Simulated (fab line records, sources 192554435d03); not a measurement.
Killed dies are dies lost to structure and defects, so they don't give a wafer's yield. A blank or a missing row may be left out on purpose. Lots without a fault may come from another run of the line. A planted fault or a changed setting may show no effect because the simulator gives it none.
Problem report in the 8D (eight disciplines) form, filled by code | flow n5_finfet | the parts of the form that need people (team, actions taken, sign-off) are left out

1. THE PROBLEM
plate_temp_C at N5_BEOL_M2_COAT_73 reads a mean of 186.48 C on 6 wafers of 2 lots; wafers without a fault read 205.00 C with a standard deviation of 0.15. That is -99 or more standard deviations from the usual mean.
The step: time 60 s, resist thk 5 nm.
First seen on wafer L340.3, day 11 00:47, on litho_track-01. The record holds 18 wafers of 6 lots with a number at this step. Rule for "out", or "out of limits": more than 4 standard deviations from the usual mean. The other wafers with a number count as sound.

2. WHAT IT IS AND WHAT IT IS NOT
question                    | is                                 | is not
which readings at this step | plate_temp_C, heater_power_total_W | -
which lots                  | L340, L342                         | L333, L335, L345, L350
which wafers of those lots  | all that have a number             | -
read on which tools         | litho_track-01                     | litho_track-02, litho_track-04
when                        | from day 11 00:47                  | up to then (6 sound wafers); but 6 sound wafers of L345, L350 came after

3. SUSPECTS, AND WHAT RULES EACH OUT
Counting: a tool at a process step up to the reading stays a suspect if it ran every lot that is out and no sound lot after the first of them.
- pecvd-02 at N5_BEOL_M2_PECVD_72 (deposits SiO2 from TEOS/O2, target thk 16 nm, time 18 s): kept. It ran every lot that is out, first L340 (day 11 00:26), and no sound lot after that.
- litho_track-01 at N5_BEOL_M2_COAT_73 (time 60 s, resist thk 5 nm): kept. It ran every lot that is out, first L340 (day 11 00:47), and no sound lot after that; its last sound lot up to then is L333 (day 8 03:51). Its own readings are out on those wafers: heater_power_total_W, plate_temp_C.
Left after counting: pecvd-02 at N5_BEOL_M2_PECVD_72, litho_track-01 at N5_BEOL_M2_COAT_73.

4. THE CAUSE (what the simulator had put in)
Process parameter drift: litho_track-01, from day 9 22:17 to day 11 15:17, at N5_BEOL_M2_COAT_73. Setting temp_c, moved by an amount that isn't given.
Counting left 2 suspects, and this tool is among them.

5. THE CHAIN OF EFFECTS, in route order
Each row: a reading whose mean over the struck wafers that have a number lies more than 3 standard deviations from the usual. Only readings for which the record gives a usual standard deviation are gone through. hours: the time from each lot's start at the first step in this table that gives one to its start at this step, as a median over the lots. sigmas: the change in usual standard deviations.
hours | step               | reading              | usual    | on struck wafers | change | sigmas
0     | N5_BEOL_M2_COAT_73 | heater_power_total_W | 391.7 W  | 348.1            | -43.6  | -33
0     | N5_BEOL_M2_COAT_73 | plate_temp_C         | 205.00 C | 186.48           | -18.52 | -99 or more
The process steps in it:
- N5_BEOL_M2_COAT_73: time 60 s, resist thk 5 nm.
Later measuring or inspecting steps at which every struck wafer that the step has a row for has a number for every such reading, and none has moved that far: N5_BEOL_M2_CD_MEAS_11, N5_BEOL_M2_OVL_MEAS_12, N5_BEOL_M2_INSPECT_13, N5_BEOL_M4_RC_MEAS_101.

6. WHAT WOULD HAVE CAUGHT IT SOONER
In this record the first reading out of limits was taken at day 11 00:47, 26 hours after the fault began at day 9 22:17.
